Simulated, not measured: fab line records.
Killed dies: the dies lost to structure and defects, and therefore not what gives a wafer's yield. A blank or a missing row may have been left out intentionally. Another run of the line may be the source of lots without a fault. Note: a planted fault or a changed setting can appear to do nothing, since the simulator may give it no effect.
A lot that was struck, set against a sound lot    flow nand-harc    15 steps out of a route of 1302
Sound: wafers L930.2, L930.3, L930.5. Struck: wafers L922.3, L922.5. (L922.6 of the same lot was not struck and is left out.) The cause comes at the end.
At each step with rows: each side's tool, then ch and its chambers, then its first start. Under that, the readings that differ: sound wafers    struck wafers    difference of the means    sigmas: that difference in standard deviations of wafers without a fault.
alike: same words and numbers on both sides, and readings whose means sit less than 2 such deviations apart. not compared: any withheld reading, any reading some wafer has no value for, any bound like >300 that may hide the same value, and any number with overlapping values for which the record gives no deviation.
A row with sigmas, a row that says differs or no value, or rows on one side alone: a step with any of these is where the two part. Numbers that don't overlap but have no deviation are shown without sigmas and don't part them. A reading missing from all wafers of one side parts the sides only when that side holds two or more wafers.

first, 5 steps without rows for these wafers: NHARC_A_CHANNEL_HOLE_D1_SOFTBAKE_05 (time 55 s); NHARC_A_CHANNEL_HOLE_D1_EBR_06; NHARC_A_CHANNEL_HOLE_D1_EXPOSE_07 (exposes mask HOLE D1, target cd 100 nm); NHARC_A_CHANNEL_HOLE_D1_PEB_08 (peb time 65 s); NHARC_A_CHANNEL_HOLE_D1_DEVELOP_09 (develop time 35 s).
NHARC_A_CHANNEL_HOLE_D1_CD_MEAS_10: the cd target is 100 nm.
  sound on cd-sem-01 ch 0, day 16 09:57; struck on cd-sem-02 ch 0, day 13 14:53
  alike: cd-nm
NHARC_A_CHANNEL_HOLE_D1_OVL_MEAS_11:
  sound on overlay-01 at day 16 10:02; struck on overlay-01 at day 13 14:58
  alike: overlay-x-nm, overlay-y-nm
NHARC_A_CHANNEL_HOLE_D1_INSPECT_12:
  sound on defect-inspect-02 at day 16 10:04; struck on defect-inspect-02 at day 13 15:01
  alike: raw-defect-count
NHARC_A_CHANNEL_HOLE_D1_DESCUM_15: chemistry O2, time 3 s.
  sound on rie-diel-05 ch 0,2, day 16 10:08; struck on rie-diel-05 ch 0,3, day 13 15:04
  alike: drypump-motor-current-A, oes-product-au, rf-vpp-V, showerhead-plenum-p-Torr, throttle-valve-pct
  not compared: rf-hours-counter-h
NHARC_A_CHANNEL_HOLE_D1_ETCH_38: etches the open film in CF4, target depth 39 nm, time 65 s.
  sound on rie-diel-05 ch 0,1, day 16 10:13; struck on rie-diel-05 ch 1,2, day 13 15:10
  alike: drypump-motor-current-A, oes-product-au, rf-vpp-V, run-length-s, showerhead-plenum-p-Torr, throttle-valve-pct
  not compared: rf-hours-counter-h
NHARC_A_CHANNEL_HOLE_D1_ETCH_39: etches the open film in N2/H2, target depth 260 nm, time 325 s.
  sound: rie-diel-05 ch 1,2,3; struck: rie-diel-05 ch 3
  alike: drypump-motor-current-A, n2-flow-sccm, oes-product-au, rf-vpp-V, run-length-s, showerhead-plenum-p-Torr, throttle-valve-pct
  not compared: rf-hours-counter-h
NHARC_A_CHANNEL_HOLE_D1_ETCH_34: etches the open film in CF4/CHF3, target depth 154 nm, time 77 s.
  sound: rie-diel-05 ch 0,1; struck: rie-diel-05 ch 0,3
  alike: drypump-motor-current-A, oes-product-au, rf-vpp-V, run-length-s, showerhead-plenum-p-Torr, throttle-valve-pct
  not compared: rf-hours-counter-h
NHARC_A_CHANNEL_HOLE_D1_ETCH_16: etches the open film in O2/COS, target depth 3100 nm, time 806 s.
  sound on rie-diel-05 ch 1,2,3, day 16 10:43; struck on rie-diel-05 ch 1,3, day 13 15:43
reading           sound              struck       difference  sigmas
run-length-s (s)  827.4 827.2 826.8  646.1 645.3  -181.4      -99 or more
  alike: drypump-motor-current-A, oes-product-au, rf-vpp-V, showerhead-plenum-p-Torr, throttle-valve-pct
  not compared: rf-hours-counter-h
NHARC_A_CHANNEL_HOLE_D1_CD_MEAS_18:
  sound on cd-sem-03 at day 16 11:14; struck on cd-sem-03 at day 13 16:11
  alike: cd-nm
-- jump in the record: it breaks off in module A_CHANNEL_HOLE_D1 and resumes in module END (first step shown: number 1302 of the route), and 16 days separate the struck wafers' starts before and after --
NHARC_END_SORT_01:
  only the struck wafers appear in the record here, on prober-01 ch 0 at day 29 10:56; the sound ones have no rows

WHERE THEY PART
At NHARC_A_CHANNEL_HOLE_D1_ETCH_16 first; at NHARC_END_SORT_01 last (within this record only).

WHY: whatever the simulator had introduced
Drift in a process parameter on rie-diel-05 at NHARC_A_CHANNEL_HOLE_D1_ETCH_16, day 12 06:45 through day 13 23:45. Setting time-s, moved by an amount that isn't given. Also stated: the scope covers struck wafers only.
